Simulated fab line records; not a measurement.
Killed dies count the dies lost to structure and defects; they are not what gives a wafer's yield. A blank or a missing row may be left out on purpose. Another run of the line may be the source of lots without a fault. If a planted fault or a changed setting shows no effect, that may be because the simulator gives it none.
Chamber matching || flow n5Finfet || N5_BEOL_M11_CVD_75 on cvdCo-02 has 3 sister chambers
The step deposits Co from CCTBA/H2, target thk 2 nm, time 138.9 s. 6 wafers are shown with their chamber, then 7 later ones without.

WAFERS PAIRED WITH THEIR CHAMBERS
{"wafer": "L914.5", "chamber": 2, "runLengthS (s)": 162.2}
{"wafer": "L915.1", "chamber": 2, "runLengthS (s)": 162.7}
{"wafer": "L917.2", "chamber": 1, "runLengthS (s)": 160.8}
{"wafer": "L917.5", "chamber": 0, "runLengthS (s)": 161.6}
{"wafer": "L921.3", "chamber": 0, "runLengthS (s)": 160.9}
{"wafer": "L921.4", "chamber": 1, "runLengthS (s)": 160.9}

WAFERS WHOSE CHAMBER IS MISSING
{"wafer": "L921.5", "runLengthS (s)": 162.4}
{"wafer": "L923.3", "runLengthS (s)": 162.1}
{"wafer": "L923.5", "runLengthS (s)": 161.5}
{"wafer": "L925.1", "runLengthS (s)": 162.1}
{"wafer": "L933.1", "runLengthS (s)": 162.1}
{"wafer": "L933.4", "runLengthS (s)": 160.9}
{"wafer": "L933.5", "runLengthS (s)": 162.0}

CHAMBER TAKEN BY EACH
{"wafer": "L921.5", "from the rows above": 2, "in truth": 2}
{"wafer": "L923.3", "from the rows above": "can't be placed: 2 or 0", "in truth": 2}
{"wafer": "L923.5", "from the rows above": "can't be placed: 0 or 1 or 2", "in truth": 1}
{"wafer": "L925.1", "from the rows above": "can't be placed: 2 or 0", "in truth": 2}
{"wafer": "L933.1", "from the rows above": "can't be placed: 2 or 0", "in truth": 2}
{"wafer": "L933.4", "from the rows above": "can't be placed: 1 or 0", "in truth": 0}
{"wafer": "L933.5", "from the rows above": "can't be placed: 2 or 0 or 1", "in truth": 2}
1 of 7 placed correctly. These rows do not allow placing 6 (true chamber among the candidates in 6). 0 placed wrongly.
How it was worked out, from the rows above alone: a wafer's distance from a chamber is the root of the sum, over the readings, of the square of ((its reading less the chamber's mean) divided by the reading's scatter). If the next closest chamber is less than 2 further off than the closest, the wafer can't be placed; otherwise it belongs to the closest. Each chamber's mean is taken over the wafers shown for it. The scatter: take each reading less its chamber's mean, square it, sum over the shown wafers, divide by the number of wafers less the number of chambers, and take the root.
